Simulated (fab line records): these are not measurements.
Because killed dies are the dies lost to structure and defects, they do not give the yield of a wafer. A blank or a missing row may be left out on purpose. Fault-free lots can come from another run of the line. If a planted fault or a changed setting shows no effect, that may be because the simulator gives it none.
fab line records || flow n5Finfet
[record] {"lots": 4, "wafers": 12, "lastDay": 16}
route steps=1938 shown BEOL_M6@1241 BEOL_M7@1263 PASSIVATION@1936
lots that met no fault: taken from a fault-free run of the same line
startH: start of the lot's first displayed wafer, in hours after the record's first day || waitH: how many hours have passed since the lot's step before this one || " unchanged from the row above || L1.1+2: a single row standing in for several wafers || - no value, or no start was given || * or withheld: withheld || < > ~ a bound
route shown NAME@n: NAME is a module with steps in the file, n the number in the route of the first one || usual: the fault-free wafers' mean and standard deviation || same: alike in all rows || chamber/n: place in a boat || sites: the reading at each site || _std_site: standard deviation across them || _edge_site: mean of outer sites minus mean of inner sites || radiusMm: how far each site lies from the wafer's centre || mask NAME#n: copy n || behind: the most recent tool/chamber to have shaped the wafer || hold: what put the lot on hold/how long, in hours/how the hold closed || device: whichever transistor did not switch (one of n, p or np) || end of line: the tests these same wafers got at the end of their route || a step given without rows: its recipe and nothing more || killed: at the first sort, the dies lost to defects and structure; wafer yield is something else || map: dies across one wafer; x = killed, . = not, _ = none there
set.NAME: the setting that was run; set.NAME@STEP: the one run at that earlier step || model.NAME: the simulator's own value behind a step, which no gauge read
lots seen at some steps along the route; tables by step, rows by wafer
[[steps]]
[step N5_BEOL_M6_STRIP_80]
[recipe] {"chemistry": "N2/H2", "timeS": 10, "powerW": 450, "tempC": 40, "pressureMtorr": 20, "rfFrequencyHz": 6e+07, "biasPowerW": 7, "n2FlowSccm": 200, "h2FlowSccm": 200}
[step N5_BEOL_M6_HM_STRIP_39]
[recipe] {"chemistry": "peroxideTinStrip", "material": "TiN", "targetDepthA": 250, "tempC": 50, "timeS": 158}
[step N5_BEOL_M6_SRD_40]
[recipe] {"timeS": 30, "tempC": 23, "rinseLiquid": "diw", "dry": "ipaMarangoni"}
[step N5_BEOL_M6_PRECLEAN_42]
[recipe] {"chemistry": "residueRemover", "timeS": 60, "tempC": 40}
[step N5_BEOL_M6_SRD_43]
[recipe] {"timeS": 30, "tempC": 23, "rinseLiquid": "diw", "dry": "ipaMarangoni"}
[step N5_BEOL_M6_CURE_75]
[recipe] {"tempC": 370, "timeS": 120, "ambient": "DMADMS/He", "material": "SiCOH_lowk"}
[step N5_BEOL_M6_DEGAS_44]
[recipe] {"ambient": "vacuum", "tempC": 250, "timeS": 60}
[step N5_BEOL_M6_PRE_CLEAN_45]
[recipe] {"gas": "H2/He", "timeS": 30, "tempC": 250}
[step N5_BEOL_M6_ALD_77]
[recipe] {"material": "TaN", "targetThkA": 20, "tempC": 275, "aldPrecursorFamily": "PDMAT", "aldCoReactant": "NH3", "pressureTorr": 3, "carrierFlowSccm": 1500, "pulseTimeS": 2, "purgeTimeS": 3, "coReactantPurgeTimeS": 2, "coReactantPulseTimeS": 3, "aldCycles": 40, "precursorVesselTempC": 75, "precursorVesselPressureTorr": 26.25, "precursorVesselCarrierSccm": 1000}
[step N5_BEOL_M6_SURFACE_TREAT_79]
[recipe] {"gas": "Ar", "timeS": "*", "ionEnergyEv": "*", "ionCurrentMaCm2": 0.5, "pressureMtorr": "*", "arFlowSccm": 30}
[step N5_BEOL_M6_CVD_78]
[recipe] {"material": "Co", "targetThkA": 20, "tempC": "withheld", "precursor": "CCTBA/H2", "pressureTorr": 30, "timeS": 142.3}
[usual] {"chamberPressureTorr": "30.01/0.075"}
[same] {"timeS": 142.3}
{"lot.wafer": "L570.2", "tool": "cvdCo-01", "chamber": 2, "startH": 270.40, "waitH": 0.3, "chamberPressureTorr": 30.13}
{"lot.wafer": "L570.4", "tool": "cvdCo-01", "chamber": 1, "startH": 270.40, "waitH": 0.3, "chamberPressureTorr": 30.00}
{"lot.wafer": "L570.6", "tool": "cvdCo-01", "chamber": 0, "startH": 270.40, "waitH": 0.3, "chamberPressureTorr": 29.95}
{"lot.wafer": "L572.2", "tool": "cvdCo-02", "chamber": 2, "startH": 290.62, "waitH": 0.1, "chamberPressureTorr": 30.05}
{"lot.wafer": "L572.3", "tool": "cvdCo-02", "chamber": 1, "startH": 290.62, "waitH": 0.1, "chamberPressureTorr": 29.96}
{"lot.wafer": "L572.6", "tool": "cvdCo-02", "chamber": 1, "startH": 290.62, "waitH": 0.1, "chamberPressureTorr": 29.90}
{"lot.wafer": "L575.1", "tool": "cvdCo-02", "chamber": 2, "startH": 297.40, "waitH": 0.0, "chamberPressureTorr": 29.98}
{"lot.wafer": "L575.4", "tool": "cvdCo-02", "chamber": 1, "startH": 297.40, "waitH": 0.0, "chamberPressureTorr": 29.98}
{"lot.wafer": "L575.6", "tool": "cvdCo-02", "chamber": 0, "startH": 297.40, "waitH": 0.0, "chamberPressureTorr": 30.06}
{"lot.wafer": "L577.2", "tool": "cvdCo-02", "chamber": 2, "startH": 312.98, "waitH": 0.1, "chamberPressureTorr": 30.01}
{"lot.wafer": "L577.4", "tool": "cvdCo-02", "chamber": 2, "startH": 312.98, "waitH": 0.1, "chamberPressureTorr": 30.05}
{"lot.wafer": "L577.5", "tool": "cvdCo-02", "chamber": 0, "startH": 312.98, "waitH": 0.1, "chamberPressureTorr": 29.94}
[step N5_BEOL_M6_SPUTTER_48]
[recipe] {"material": "Cu", "targetThkA": 100, "tempC": -20, "biasV": 60, "powerW": 26000, "chamberPressurePa": 0.13, "timeS": 1.667}
[step N5_BEOL_M6_ECD_50]
[recipe] {"material": "Cu", "targetThkA": 3000}
[step N5_BEOL_M6_ANNEAL_51]
[recipe] {"tempC": 225, "timeS": 90, "ambient": "N2"}
[step N5_BEOL_M6_CMP_52]
[recipe] {"stopOn": "SiCOH_lowk", "tOverpolishS": 6.9, "downForcePsi": 1, "platenRpm": 50, "clearingPlatenDownForcePsi": 1.5, "clearingPlatenRpm": 50, "postCmpClean": "cuAlkaline", "targetThkNm": 80, "clearingPlatenPadVelocityMS": 0.99484, "padVelocityMS": 0.99484}
[step N5_BEOL_M6_PRE_CLEAN_55]
[recipe] {"gas": "NH3", "timeS": 15, "tempC": "withheld", "rfPowerW": 300}
[step N5_BEOL_M6_DEP_56]
[recipe] {"material": "SiCN", "targetThkA": 100, "tempC": "withheld", "precursor": "3MS/NH3", "pressureTorr": 3, "rfW": 202, "timeS": 17.5}
[step N5_BEOL_M7_ILD_DEP_00]
[recipe] {"material": "SiCOH_lowk", "targetThkA": 1797.5, "tempC": 300, "precursor": "DEMS/porogen", "pressureTorr": 5, "rfW": 500, "timeS": 33.4}
[step N5_BEOL_M7_CURE_74]
[recipe] {"tempC": 385, "timeS": 240, "ambient": "He/Ar", "material": "SiCOH_lowk"}
[step N5_BEOL_M7_PECVD_70]
[recipe] {"material": "SiO2", "targetThkA": 200, "tempC": 400, "precursor": "TEOS/O2", "pressureTorr": 5.5, "rfW": 450, "teosFlowSccm": 53.8, "gas": "O2", "flowSccm": 3000, "timeS": 22.7}
[step N5_BEOL_M7_HM_DEP_02]
[recipe] {"material": "TiN", "targetThkA": 200, "tempC": 25, "chamberPressurePa": 0.49996}
[step N5_BEOL_M7_COAT_59]
[recipe] {"resist": "SOC", "tempC": 250, "timeS": 60, "spinRpm": 1500, "resistThkNm": 100}
[step N5_BEOL_M7_COAT_60]
[recipe] {"resist": "SiARC", "tempC": 220, "timeS": 60, "spinRpm": 1500, "resistThkNm": 35}
[step N5_BEOL_M7_COAT_05]
[recipe] {"resist": "CAR-ArF", "spinRpm": 1500, "resistThkNm": 90}
[step N5_BEOL_M7_EBR_07]
[recipe] {"solvent": "PGMEA", "ebrWidthMm": 1.5}
[step N5_BEOL_M7_SOFTBAKE_06]
[recipe] {"tempC": 110, "timeS": 60, "resist": "CAR-ArF"}
[step N5_BEOL_M7_EXPOSE_08]
[recipe] {"maskId": "M7", "na": 1.35, "sourceShape": "dipole", "sigmaInner": 0.817, "sigmaOuter": 0.97, "polarization": "te", "doseMj": 68.25}
[step N5_BEOL_M7_PEB_09]
[recipe] {"pebTempC": "withheld", "pebTimeS": 60, "resist": "CAR-ArF"}
[step N5_BEOL_M7_DEVELOP_10]
[recipe] {"developTimeS": 30, "developer": "TMAH", "resist": "CAR-ArF", "rinseLiquid": "diw", "dry": "airSpin", "devTempC": 23}
[step N5_BEOL_M7_DESCUM_16]
[recipe] {"chemistry": "O2", "timeS": 7.9, "sourcePowerW": 50, "biasPowerW": 20, "pressureMtorr": 20, "rfFrequencyHz": 2.712e+07, "tempC": 40, "resist": "CAR-ArF", "o2FlowSccm": 225}
[step N5_BEOL_M7_ETCH_61]
[recipe] {"chemistry": "CF4", "target": "SiARC", "targetDepthA": 455, "maskMaterial": "CAR-ArF", "timeS": 75.8, "ionEnergyEv": 80, "pressureMtorr": 40, "sourceW": 545, "biasW": 36, "Ar_flow_sccm": 100, "cf4FlowSccm": 100, "ends": "cleared"}
[step N5_BEOL_M7_ETCH_62]
[recipe] {"chemistry": "N2/H2", "target": "SOC", "targetDepthA": 1100, "overetchA": 220, "maskMaterial": "SiARC", "tempC": 40, "timeS": 165, "ionEnergyEv": 200, "pressureMtorr": 30, "sourceW": 840, "biasW": 150, "n2FlowSccm": 200, "h2FlowSccm": 200}
[step N5_BEOL_M7_STRIP_68]
[recipe] {"chemistry": "N2/H2", "tempC": 40, "n2FlowSccm": 200, "h2FlowSccm": 200, "rfFrequencyHz": 6e+07}
[step N5_PASSIVATION_PROBE_49]
[usual] {"defectLimitedYield": "91.5/1.3", "killed_at_M0_to_M3": "33/10", "killed_at_M4_up": "13/4", "killedAtContacts": "12/6.3", "killedAtFrontEnd": "39/11", "killedAtOther": "3.4/2.6", "killedDies": "100/15", "killedOpen": "65/11", "killedShort": "34/7.8", "sort_bin_5_function": "5.0/0.89", "sort_bin_6_memory": "3.2/0.58", "sortNPass": "1080/15", "sortYieldPct": "91.5/1.3"}
[same] {"grossDies": 1180, "killedAtBackSide": 0, "sort_bin_4_leakage[%]": 0, "sort_bin_8_speed[%]": 0}
{"lot.wafer": "L575.1", "tool": "prober-01", "chamber": "-", "startH": 392.46, "waitH": 0.0, "defectLimitedYield[%]": 81.7, "killed_at_M0_to_M3": 46, "killed_at_M4_up": 122, "killedAtContacts": 11, "killedAtFrontEnd": 36, "killedAtOther": 1, "killedDies": 216, "killedOpen": 57, "killedShort": 43, "sort_bin_5_function[%]": 11.3, "sort_bin_6_memory[%]": 4.6, "sortNPass": 964, "sortYieldPct[%]": 81.7}
{"lot.wafer": "L577.2", "tool": "prober-02", "chamber": "-", "startH": 394.43, "waitH": 0.1, "defectLimitedYield[%]": 81.4, "killed_at_M0_to_M3": 37, "killed_at_M4_up": 130, "killedAtContacts": 6, "killedAtFrontEnd": 36, "killedAtOther": 11, "killedDies": 220, "killedOpen": 60, "killedShort": 38, "sort_bin_5_function[%]": 11.8, "sort_bin_6_memory[%]": 4.9, "sortNPass": 960, "sortYieldPct[%]": 81.4}
{"lot.wafer": "L577.4", "tool": "prober-02", "chamber": "-", "startH": 394.53, "waitH": 0.2, "defectLimitedYield[%]": 82.4, "killed_at_M0_to_M3": 36, "killed_at_M4_up": 131, "killedAtContacts": 10, "killedAtFrontEnd": 30, "killedAtOther": 1, "killedDies": 208, "killedOpen": 47, "killedShort": 33, "sort_bin_5_function[%]": 10.6, "sort_bin_6_memory[%]": 4.5, "sortNPass": 972, "sortYieldPct[%]": 82.4}
// killed by level:class
L575.1 BEOL_M6:unspecified=114 BEOL_M0_SAQP:geometricParticle:short=16 STI_FIN_REVEAL:geometricParticle:open=13 BEOL_M0_SAQP:geometricParticle:open=12 BEOL_M3:geometricParticle:open=9 MOL_CONTACT_COAG:geometricParticle:open=8 FIN_SAQP:geometricParticle:short=5 DUMMY_GATE:geometricParticle:open=4
L577.2 BEOL_M6:unspecified=121 BEOL_M0_SAQP:geometricParticle:short=12 BEOL_M2:geometricParticle:open=9 BEOL_M0_SAQP:geometricParticle:open=8 MOL_CONTACT_COAG:geometricParticle:open=6 BEOL_M4:geometricParticle:open=6 GATE_CUT:geometricParticle:short=5 STARTING-WAFER:geometricParticle:short=5
L577.4 BEOL_M6:unspecified=127 BEOL_M3:geometricParticle:open=10 FIN_SAQP:geometricParticle:short=9 FIN_SAQP:geometricParticle:open=7 MOL_CONTACT_COAG:geometricParticle:open=7 BEOL_M0_SAQP:geometricParticle:short=7 GATE_CUT:geometricParticle:short=6 BEOL_M0_SAQP:geometricParticle:open=6
// map L575.1 (x killed, . not)
_________________.....x......________________
______________.....xx......x.x.._____________
___________x...x..............x....__________
__________...............x........x._________
________..x...x............x.x..x....._______
_______....................x.........x.______
______.................x................_____
_____.......x.........x.......x.........x____
____..x....x.......x......................___
___x.......x..xx.xx.x.x.......x............__
___...........x.xx.x...xx...x..............__
__.........xxxxxx.xxxx.xx..................._
__....x..x...xxxxxxxxxxx.x.................._
_.x....xx..xxxxxxxxxxxxx.............xx...x.x
_........x.xxxxxxxxxxxxx.....................
_....x....x.xxxxxxxxx.xxxx.....x..x..........
_......x...xxxxxxxxxxxxx.x....x.......x......
_....x......xxxxxxxxxxx...........x..........
_..x.......xx..xxxxxx..xx....................
_...x........x..xx..x......x..........x.x....
_..........x..xx..x.x..x....x.x..x...........
__.............x..x..............x...x......_
__.........x....x..........................x_
___..............x.....x.........x.....x...__
___...x...........x..................x...x.__
____.x........x.....x.......x..x..........___
_____.....x.............x................____
______...........x........x.x..........x_____
_______.....x......x......x.....x......______
________....x......x.x..............x._______
__________.....x...................._________
___________.....................x..__________
______________........x........._____________
_________________.x.....xx...________________
// map L577.2 (x killed, . not)
_________________............________________
______________...x...x.........._____________
___________........................__________
__________..................x....x.._________
________x..................x.....xx..._______
_______......x......x..x...x...........______
______.....x.x..x..x.............x......_____
_____.....x..x.xx...............x..x.....____
____.........x.........................xx.___
___...x...x.x..x.x.xx.............x....x.x.__
___.........x.xxxxxxx..x.....x.xx..........__
__..........xxxxxxxxxxx......x....x........._
__..........xxxxxxxxxxx....................._
_...x......xxxxxxxxxxx.x..x..........x...x..x
_x.........xxxxxxxxxxxxxxx.x...x.............
_.....x....xxxxxxxxxxxx.x..........x.......x.
_......x..xx.xxxxxxxxxx..........x...xx......
_.........x.xxxxxxxxxxxx.x...................
_....x.....xxxxxxxxxxxx...x.................x
_..............x.xxxxx.............x.........
_............xx.x..x...x...............x.....
__...x...x...x...xx.x..xx.xx..x.......x....._
__x....x..........................x.....x..._
___...........x.......x.x..................__
___.....x.......................x..x.......__
____.....x.....x....x.x.x.................___
_____......................x..x..........____
______...................x.x........x..._____
_______...x..x..................x......______
________.......x....................x._______
__________.........................._________
___________........................__________
______________.........x........_____________
_________________.......x....________________
[[key]]
[firstSign] {"step": "N5_PASSIVATION_PROBE_49", "reading": "killed_at_M4_up", "direction": "up", "sigmas": 29, "usual": 13, "struck": 128}
[effect] {"step": "N5_PASSIVATION_PROBE_49", "reading": "killedDies", "direction": "up", "sigmas": 7.5, "usual": 100, "struck": 215}
[moreKillsBornAt] {"N5_BEOL_M6_CVD_78@cvdCo-02": 362}
metAt N5_BEOL_M6_CVD_78
struckWafers L575.1,L577.2,L577.4
onsetBetween 290.62 297.40
[fault] {"kind": "chamberParticleSource", "tool": "cvdCo-02", "chamber": 2, "onsetH": 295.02, "steps": "N5_BEOL_M6_CVD_78", "ratePerVisitCm2": 0.79536, "endH": 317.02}
